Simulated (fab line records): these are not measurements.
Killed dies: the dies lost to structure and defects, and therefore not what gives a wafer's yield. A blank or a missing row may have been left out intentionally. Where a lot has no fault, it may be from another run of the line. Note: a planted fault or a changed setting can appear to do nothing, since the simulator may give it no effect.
A lot that was struck, set against a sound lot | flow n5 finfet | 37 steps out of a route of 1938
Sound: the wafers L641.2, L641.3, L641.6. Struck: wafer L652.1 (L652.4, L652.5, from the same lot, were not struck and are left out); the cause is given at the end.
At each step with rows: each side's tool, then ch and its chambers, then its first start. Under that, the readings that differ: sound wafers | struck wafers | difference of the means | sigmas: that difference in standard deviations of wafers without a fault.
alike: readings with means less than 2 such deviations apart, plus words and numbers identical on both sides. not compared: withheld readings, readings lacking a value on some wafer, bounds such as >300 that could conceal the same value, and numbers that have no deviation in the record and whose values overlap.
The two part at a step that has a row with sigmas, a row that says differs or no value, or rows on one side only. Numbers that have no deviation but don't overlap get no sigmas and don't part them. Lack of a reading on every wafer of one side parts them only where that side has two or more wafers.

first, 8 steps without rows for these wafers: N5_BEOL_M7_SPUTTER_48 (material Cu, target thk 10 nm, time 1.667 s); N5_BEOL_M7_ECD_50 (material Cu, target thk 300 nm); N5_BEOL_M7_ANNEAL_51 (time 90 s); N5_BEOL_M7_CMP_52 (polishes, stops on SiCOH lowk, t overpolish 6.9 s, target thk 80 nm); N5_BEOL_M7_PRE_CLEAN_55 (time 15 s); N5_BEOL_M7_DEP_56 (deposits SiCN from 3MS/NH3, target thk 10 nm, time 17.5 s); N5_BEOL_M8_ILD_DEP_00 (deposits SiCOH lowk from DEMS/porogen, target thk 179.75 nm, time 33.4 s); N5_BEOL_M8_CURE_74 (cures SiCOH lowk, time 240 s).
N5_BEOL_M8_PECVD_70: deposits SiO2 from TEOS/O2, target thk 20 nm, time 22.7 s.
  sound on pecvd-01 ch 0,1, day 9 20:47; struck on pecvd-01 ch 1, day 12 11:18
  reading                                    | sound        | struck | difference | sigmas
  model.SiO2_of_BEOL_M8_PECVD_70.thk nm (nm) | 20 20.2 20.6 | 15     | -5         |
  alike: heater power w, showerhead plenum p Torr, throttle valve pct
  not compared: susceptor temp C
then, 25 steps without rows for these wafers: N5_BEOL_M8_HM_DEP_02 (deposits TiN, target thk 20 nm); N5_BEOL_M8_COAT_59 (time 60 s, resist thk 100 nm); N5_BEOL_M8_COAT_60 (time 60 s, resist thk 35 nm); N5_BEOL_M8_COAT_05 (resist thk 90 nm); N5_BEOL_M8_EBR_07; N5_BEOL_M8_SOFTBAKE_06 (time 60 s); N5_BEOL_M8_EXPOSE_08 (exposes mask M8); N5_BEOL_M8_PEB_09 (peb time 60 s); N5_BEOL_M8_DEVELOP_10 (develop time 30 s); N5_BEOL_M8_DESCUM_16 (chemistry O2, time 7.9 s); N5_BEOL_M8_ETCH_61 (etches SiARC in CF4, target depth 45.5 nm, time 75.8 s); N5_BEOL_M8_ETCH_62 (etches SOC in N2/H2, target depth 110 nm, overetch 22 nm, time 165 s); N5_BEOL_M8_STRIP_68 (strips in N2/H2); N5_BEOL_M8_STRIP_67 (strips in CF4); N5_BEOL_M8_HM_OPEN_17 (chemistry Cl2/BCl3, target TiN, target depth 20 nm, overetch 6 nm); N5_BEOL_M8_STRIP_19 (strips in O2); N5_BEOL_M8_COAT_63 (time 60 s, resist thk 60 nm); N5_BEOL_M8_COAT_64 (time 60 s, resist thk 12 nm); N5_BEOL_M8_COAT_71 (time 60 s, resist thk 5 nm); N5_BEOL_M8_COAT_22 (resist thk 30 nm); N5_BEOL_M8_EBR_24; N5_BEOL_M8_SOFTBAKE_23 (time 60 s); N5_BEOL_M8_EXPOSE_25 (exposes mask V7, target cd 40 nm); N5_BEOL_M8_PEB_26 (peb time 60 s); N5_BEOL_M8_DEVELOP_27 (develop time 30 s).
N5_BEOL_M8_HM_STRIP_39: strips TiN in peroxide tin strip, target depth 25 nm, time 158 s.
  sound on wet bench-02 ch 1,6,7, day 10 00:46; struck on wet bench-06 ch 5, day 12 22:10
  reading                                    | sound      | struck | difference | sigmas
  model.SiO2_of_BEOL_M8_PECVD_70.thk nm (nm) | 20 20 20.4 | 14.8   | -5.3       |
  alike: bath heat duty pct
N5_BEOL_M8_CMP_52: polishes, stops on SiCOH lowk, t overpolish 6.9 s, target thk 80 nm.
  sound on cmp-03 ch 1,2,3, day 10 04:05; struck on cmp-01 ch 1, day 13 00:32
  reading                      | sound          | struck | difference | sigmas
  barrier field endpoint s (s) | 29.3 28.6 29.5 | 22.8   | -6.3       | -8
  alike: motor current A
-- record jumps: 3 days separate the struck wafers' starts on either side; left off in module BEOL_M8, taken up again in module PASSIVATION, whose first shown step is the route's number 1936 --
N5_PASSIVATION_PROBE_49:
  struck on prober-02, day 15 20:04; sound on prober-02, day 12 22:47
  alike: defect limited yield, killed_at_M0_to_M3, killed_at_M4_up, killed at contacts, killed at front end, killed at other, killed dies, killed open, killed short, sort_bin_4_leakage, sort_bin_5_function, sort_bin_6_memory, sort n pass, sort yield pct

## WHERE THEY PART
N5_BEOL_M8_CMP_52 only, going by this record. Later steps at which nothing parts them and some readings are alike: N5_PASSIVATION_PROBE_49.

WHY: the cause the simulator had injected
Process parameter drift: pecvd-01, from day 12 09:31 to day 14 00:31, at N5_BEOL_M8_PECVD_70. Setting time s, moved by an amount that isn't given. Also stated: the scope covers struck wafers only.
